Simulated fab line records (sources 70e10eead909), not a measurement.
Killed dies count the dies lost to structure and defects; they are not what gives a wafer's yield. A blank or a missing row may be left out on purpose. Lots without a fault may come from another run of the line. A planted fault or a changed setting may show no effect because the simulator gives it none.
Chamber matching :: flow nand_harc :: ald_hk-02 running NHARC_A_CHANNEL_FILL_D1_ALD_16: 4 sister chambers
The step deposits SiO2, target thk 1.5 nm, pulse time 10 s, ald cycles 15. 18 wafers are shown with their chamber, then 9 later ones without.

== WAFERS, EACH WITH ITS CHAMBER ==
wafer: L304.1
chamber: 0
heater_power_w (W): 408
precursor_pulse_height_rel: 0.976

wafer: L304.2
chamber: 1
heater_power_w (W): 408
precursor_pulse_height_rel: 1.015

wafer: L304.5
chamber: 3
heater_power_w (W): 438
precursor_pulse_height_rel: 0.978

wafer: L305.1
chamber: 0
heater_power_w (W): 416
precursor_pulse_height_rel: 1.009

wafer: L305.3
chamber: 1
heater_power_w (W): 411
precursor_pulse_height_rel: 1.031

wafer: L305.6
chamber: 2
heater_power_w (W): 513
precursor_pulse_height_rel: 1.030

wafer: L311.3
chamber: 1
heater_power_w (W): 407
precursor_pulse_height_rel: 0.983

wafer: L311.4
chamber: 3
heater_power_w (W): 440
precursor_pulse_height_rel: 0.969

wafer: L311.6
chamber: 1
heater_power_w (W): 411
precursor_pulse_height_rel: 0.998

wafer: L312.2
chamber: 2
heater_power_w (W): 523
precursor_pulse_height_rel: 0.959

wafer: L312.4
chamber: 0
heater_power_w (W): 423
precursor_pulse_height_rel: 0.965

wafer: L312.6
chamber: 2
heater_power_w (W): 512
precursor_pulse_height_rel: 1.000

wafer: L315.1
chamber: 0
heater_power_w (W): 425
precursor_pulse_height_rel: 1.023

wafer: L315.2
chamber: 3
heater_power_w (W): 451
precursor_pulse_height_rel: 0.994

wafer: L315.6
chamber: 2
heater_power_w (W): 513
precursor_pulse_height_rel: 1.003

wafer: L317.1
chamber: 1
heater_power_w (W): 413
precursor_pulse_height_rel: 0.992

wafer: L317.4
chamber: 2
heater_power_w (W): 517
precursor_pulse_height_rel: 0.989

wafer: L317.6
chamber: 2
heater_power_w (W): 504
precursor_pulse_height_rel: 0.991

SIGNATURES (means of the wafers above)
reading: heater_power_w
chamber 0: 418.00
chamber 1: 410.00
chamber 2: 513.67
chamber 3: 443.00
scatter within a chamber: 5.95

reading: precursor_pulse_height_rel
chamber 0: 0.99325
chamber 1: 1.00380
chamber 2: 0.99533
chamber 3: 0.98033
scatter within a chamber: 0.0218
Rule: for a wafer and a chamber, the distance is found by dividing, reading by reading, the gap between the wafer's reading and the chamber's mean by the reading's scatter, squaring, summing and taking the root. If the next closest chamber is less than 2 further off than the closest, the wafer can't be placed; otherwise it belongs to the closest. The scatter: the root of (the sum of the squares of (reading less its chamber's mean) over the shown wafers, divided by (wafers less chambers)).

== WAFERS WHOSE CHAMBER IS MISSING ==
wafer: L324.2
heater_power_w (W): 426
precursor_pulse_height_rel: 0.993

wafer: L324.4
heater_power_w (W): 496
precursor_pulse_height_rel: 1.025

wafer: L324.5
heater_power_w (W): 436
precursor_pulse_height_rel: 1.041

wafer: L325.3
heater_power_w (W): 446
precursor_pulse_height_rel: 0.992

wafer: L325.4
heater_power_w (W): 420
precursor_pulse_height_rel: 1.007

wafer: L325.6
heater_power_w (W): 436
precursor_pulse_height_rel: 1.022

wafer: L326.1
heater_power_w (W): 456
precursor_pulse_height_rel: 1.004

wafer: L326.3
heater_power_w (W): 438
precursor_pulse_height_rel: 1.018

wafer: L326.6
heater_power_w (W): 442
precursor_pulse_height_rel: 1.003

== EACH ONE'S CHAMBER ==
wafer: L324.2
from the rows above: can't be placed: 0 or 1 or 3
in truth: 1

wafer: L324.4
from the rows above: 2
in truth: 2

wafer: L324.5
from the rows above: can't be placed: 3 or 0 or 1
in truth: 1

wafer: L325.3
from the rows above: 3
in truth: 3

wafer: L325.4
from the rows above: can't be placed: 0 or 1
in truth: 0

wafer: L325.6
from the rows above: can't be placed: 3 or 0
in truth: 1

wafer: L326.1
from the rows above: 3
in truth: 3

wafer: L326.3
from the rows above: can't be placed: 3 or 0
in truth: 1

wafer: L326.6
from the rows above: 3
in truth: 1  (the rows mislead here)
Placed correctly: 3 of 9. From these rows, 5 cannot be placed; in 3 the true chamber is one of the candidates. 1 placed wrongly.
